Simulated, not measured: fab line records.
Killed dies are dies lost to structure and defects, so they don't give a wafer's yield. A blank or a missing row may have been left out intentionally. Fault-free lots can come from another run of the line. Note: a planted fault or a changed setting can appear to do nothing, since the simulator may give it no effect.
Which tool was responsible? + flow nand_harc + Sampling: 11 lots, 33 wafers, 6 of 1159 route steps

## WHAT EACH GAUGE READ, for each wafer
NHARC_A_ONON_D1_THK_MEAS_14: measures by ellipsometry. Usual: thk_nm at 999 nm, with a standard deviation of 8.1.
| lot  | measured     | on            | thk_nm (nm)    | flag |
|------|--------------|---------------|----------------|------|
| L930 | day 7 06:37  | film_metro-02 | 1000 999 1000  |      |
| L932 | day 7 17:05  | film_metro-02 | 1001 999 999   |      |
| L931 | day 7 17:05  | film_metro-01 | 995 994 993    |      |
| L940 | day 10 00:22 | film_metro-01 | 996 996 995    |      |
| L944 | day 10 20:31 | film_metro-02 | 991 993 991    |      |
| L945 | day 11 06:37 | film_metro-02 | 983 981 983    |      |
| L948 | day 11 22:52 | film_metro-01 | 993 992 992    |      |
| L947 | day 11 22:53 | film_metro-01 | 1006 1008 1007 |      |
| L949 | day 12 03:55 | film_metro-01 | 999 1000 1000  |      |
| L953 | day 12 22:46 | film_metro-01 | 999 1000 1000  |      |
| L952 | day 12 22:56 | film_metro-01 | 1002 1002 1002 |      |

NHARC_A_ONON_D1_THK_MEAS_21: measures by ellipsometry. Usual: thk_nm at 997 nm, with a standard deviation of 9.1.
| lot  | measured     | on            | thk_nm (nm)    | flag |
|------|--------------|---------------|----------------|------|
| L930 | day 7 12:09  | film_metro-02 | 1000 1000 999  |      |
| L932 | day 8 00:46  | film_metro-02 | 1001 1002 1001 |      |
| L931 | day 8 00:47  | film_metro-01 | 991 992 994    |      |
| L940 | day 10 08:01 | film_metro-01 | 974 974 976    |      |
| L944 | day 11 05:34 | film_metro-02 | 996 995 995    |      |
| L945 | day 11 15:20 | film_metro-02 | 990 993 991    |      |
| L948 | day 12 06:59 | film_metro-01 | 1013 1011 1011 |      |
| L947 | day 12 06:58 | film_metro-02 | 1014 1013 1013 |      |
| L949 | day 12 11:35 | film_metro-02 | 1003 1003 1003 |      |
| L953 | day 13 06:30 | film_metro-02 | 996 993 993    |      |
| L952 | day 13 06:31 | film_metro-02 | 994 994 995    |      |

NHARC_A_ONON_D1_THK_MEAS_27: measures by ellipsometry. Usual: thk_nm at 1001 nm, with a standard deviation of 11.
| lot  | measured     | on            | thk_nm (nm)    | flag |
|------|--------------|---------------|----------------|------|
| L930 | day 7 13:34  | film_metro-02 | 1018 1019 1019 |      |
| L932 | day 8 01:53  | film_metro-02 | 1008 1008 1007 |      |
| L931 | day 8 01:55  | film_metro-02 | 1001 1000 1000 |      |
| L940 | day 10 09:09 | film_metro-02 | 610 609 611    | OFF  |
| L944 | day 11 06:58 | film_metro-01 | 632 631 631    | OFF  |
| L945 | day 11 16:30 | film_metro-01 | 1003 1004 1003 |      |
| L948 | day 12 08:08 | film_metro-02 | 1010 1009 1009 |      |
| L947 | day 12 08:06 | film_metro-02 | 992 993 992    |      |
| L949 | day 12 12:44 | film_metro-02 | 1011 1011 1013 |      |
| L953 | day 13 07:38 | film_metro-02 | 1000 999 999   |      |
| L952 | day 13 07:38 | film_metro-01 | 987 987 987    |      |

NHARC_END_SORT_01. Usual: killed_at_array 27, standard deviation 11; killed_at_other 0.6, standard deviation 0.89; killed_at_periphery 3.0, standard deviation 2.4; killed_dies 31, standard deviation 12; killed_open 3.2, standard deviation 1.6; killed_short 2.0, standard deviation 1.5.
| lot  | measured     | on        | killed_at_array | killed_at_other | killed_at_periphery | killed_dies | killed_open | killed_short | flag |
|------|--------------|-----------|-----------------|-----------------|---------------------|-------------|-------------|--------------|------|
| L940 | day 21 20:29 | prober-01 | 673 674 672     | 1 0 0           | 3 3 5               | 677 677 677 | 5 2 3       | 2 2 6        | OFF  |
| L944 | day 22 13:37 | prober-01 | 674 674 670     | 2 0 1           | 1 3 6               | 677 677 677 | 5 3 5       | 3 3 4        | OFF  |
| L945 | day 22 15:20 | prober-02 | 30 24 22        | 0 1 1           | 0 1 3               | 30 26 26    | 5 3 2       | 1 2 4        |      |
| L948 | day 23 07:17 | prober-01 | 25 27 41        | 0 1 1           | 4 7 10              | 29 35 52    | 4 1 2       | 1 2 5        |      |
| L947 | day 23 19:41 | prober-02 | 11 12 13        | 1 1 1           | 3 3 0               | 15 16 14    | 3 4 3       | 1 5 1        |      |
| L949 | day 24 03:31 | prober-01 | 27 22 21        | 1 1 0           | 2 1 1               | 30 24 22    | 2 2 0       | 1 0 1        |      |

## EACH LOT AND THE TOOL THAT RAN IT (in order: tool; ch and the chambers of the sampled wafers; start)
| lot  | NHARC_A_ZERO_WELL_DESCUM_12        | NHARC_A_ONON_D1_DEP_25           |
|------|------------------------------------|----------------------------------|
| L930 | rie_diel-11 ch 0,1,3, day 6 06:11  | pecvd_onon-04 ch 0, day 7 13:03  |
| L932 | rie_diel-11 ch 1,2, day 6 16:05    | pecvd_onon-03 ch 0, day 8 01:23  |
| L931 | rie_diel-11 ch 1,3, day 6 17:04    | pecvd_onon-04 ch 0, day 8 01:31  |
| L940 | rie_diel-04 ch 0,2, day 8 23:20    | pecvd_onon-03 ch 0, day 10 08:45 |
| L944 | rie_diel-04 ch 1,2,3, day 9 20:19  | pecvd_onon-03 ch 0, day 11 06:31 |
| L945 | rie_diel-10 ch 0,1,2, day 10 05:16 | pecvd_onon-04 ch 0, day 11 16:10 |
| L948 | rie_diel-11 ch 1,2, day 10 19:31   | pecvd_onon-01 ch 0, day 12 07:40 |
| L947 | rie_diel-04 ch 2,3, day 10 20:26   | pecvd_onon-04 ch 0, day 12 07:35 |
| L949 | rie_diel-10 ch 2,3, day 11 03:18   | pecvd_onon-01 ch 0, day 12 12:13 |
| L953 | rie_diel-10 ch 0,1, day 11 21:59   | pecvd_onon-04 ch 0, day 13 07:07 |
| L952 | rie_diel-11 ch 1,2,3, day 11 23:29 | pecvd_onon-01 ch 0, day 13 07:15 |
- NHARC_A_ZERO_WELL_DESCUM_12: chemistry O2, time 3 s.
- NHARC_A_ONON_D1_DEP_25: target thk 1000 nm.

## WHAT THE TOOLS THEMSELVES READ (means of the sampled wafers that have a number; where no wafer has one, the mark that the record gives instead)
NHARC_A_ZERO_WELL_DESCUM_12. Usual: drypump_motor_current_A 5.7 A, standard deviation 0.36; mfc_ar_sccm 0.008 sccm, standard deviation 0.01; oes_product_au 0.995 a.u., standard deviation 0.0094; rf_vpp_V 57.7 V, standard deviation 0.78; showerhead_plenum_p_Torr 1.91 Torr, standard deviation 0.081; throttle_valve_pct 11.311 %, standard deviation 0.0089.
| lot  | tool        | drypump_motor_current_A (A) | mfc_ar_sccm (sccm) | oes_product_au (a.u.) | rf_vpp_V (V) | showerhead_plenum_p_Torr (Torr) | throttle_valve_pct (%) | flag |
|------|-------------|-----------------------------|--------------------|-----------------------|--------------|---------------------------------|------------------------|------|
| L930 | rie_diel-11 | 6.0                         | 0.013              | 0.986                 | 56.7         | 1.90                            | 11.309                 |      |
| L932 | rie_diel-11 | 5.7                         | 0.008              | 0.987                 | 58.0         | 1.95                            | 11.313                 |      |
| L931 | rie_diel-11 | 5.8                         | 0.008              | 0.984                 | 58.0         | 1.94                            | 11.308                 |      |
| L940 | rie_diel-04 | 5.6                         | 0.000              | 1.002                 | 58.0         | 1.86                            | 11.308                 |      |
| L944 | rie_diel-04 | 5.7                         | 0.014              | 0.999                 | 57.7         | 1.86                            | 11.301                 |      |
| L945 | rie_diel-10 | 5.3                         | 0.004              | 1.001                 | 58.0         | 1.98                            | 11.310                 |      |
| L948 | rie_diel-11 | 5.7                         | 0.008              | 0.990                 | 58.1         | 1.94                            | 11.312                 |      |
| L947 | rie_diel-04 | 5.4                         | 0.006              | 0.986                 | 57.6         | 1.82                            | 11.312                 |      |
| L949 | rie_diel-10 | 5.5                         | 0.005              | 0.996                 | 57.8         | 1.85                            | 11.304                 |      |
| L953 | rie_diel-10 | 5.4                         | 0.001              | 1.000                 | 57.6         | 2.05                            | 11.317                 |      |
| L952 | rie_diel-11 | 5.8                         | 0.006              | 0.983                 | 57.0         | 1.95                            | 11.314                 |      |

NHARC_A_ONON_D1_DEP_25. Usual: nh3_flow_sccm at 499.8 sccm, with a standard deviation of 1.4.
| lot  | tool          | nh3_flow_sccm (sccm) | flag |
|------|---------------|----------------------|------|
| L930 | pecvd_onon-04 | 500.9                |      |
| L932 | pecvd_onon-03 | 499.4                |      |
| L931 | pecvd_onon-04 | 500.7                |      |
| L940 | pecvd_onon-03 | 499.4                |      |
| L944 | pecvd_onon-03 | 501.7                |      |
| L945 | pecvd_onon-04 | 497.6                |      |
| L948 | pecvd_onon-01 | 497.9                |      |
| L947 | pecvd_onon-04 | 500.3                |      |
| L949 | pecvd_onon-01 | 499.5                |      |
| L953 | pecvd_onon-04 | 499.7                |      |
| L952 | pecvd_onon-01 | 501.7                |      |

## THE ANSWER, worked out from the rows above alone
Rule: a lot counts as off when the mean over its wafers that have a number is more than 3 standard deviations away from the usual mean. A lot without any number at a reading at which 4 lots or more have one is off too. Where the step has rows for the other lots, those lots are counted as sound. Order of review: gauges by route order, followed by the tools' own readings, for which a lot's mean as printed above is used. At the first step where some lot is off, the reading lying furthest off is the one used; lots without a number count as furthest.
Off at NHARC_A_ONON_D1_THK_MEAS_27 (thk_nm): L940, L944.
If a tool, at a process step before that reading, ran all the lots that are off and no sound lot after the first of them, it fits. Not tried: the gauges at NHARC_A_ONON_D1_THK_MEAS_27; whatever is off there is also off at NHARC_END_SORT_01, on other tools, and gauge error can't account for it. One fits: NHARC_A_ONON_D1_DEP_25 on pecvd_onon-03. A fault onset in the window from L932 (day 8 01:23, its last sound lot) to L940 (day 10 08:45, its first lot off) fits.

## WHAT THE SIMULATOR HAD PUT IN
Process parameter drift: pecvd_onon-03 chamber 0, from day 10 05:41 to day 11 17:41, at NHARC_A_ONON_D1_DEP_25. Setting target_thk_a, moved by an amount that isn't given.
Struck lots among those shown: L940, L944. The rule above found the same.
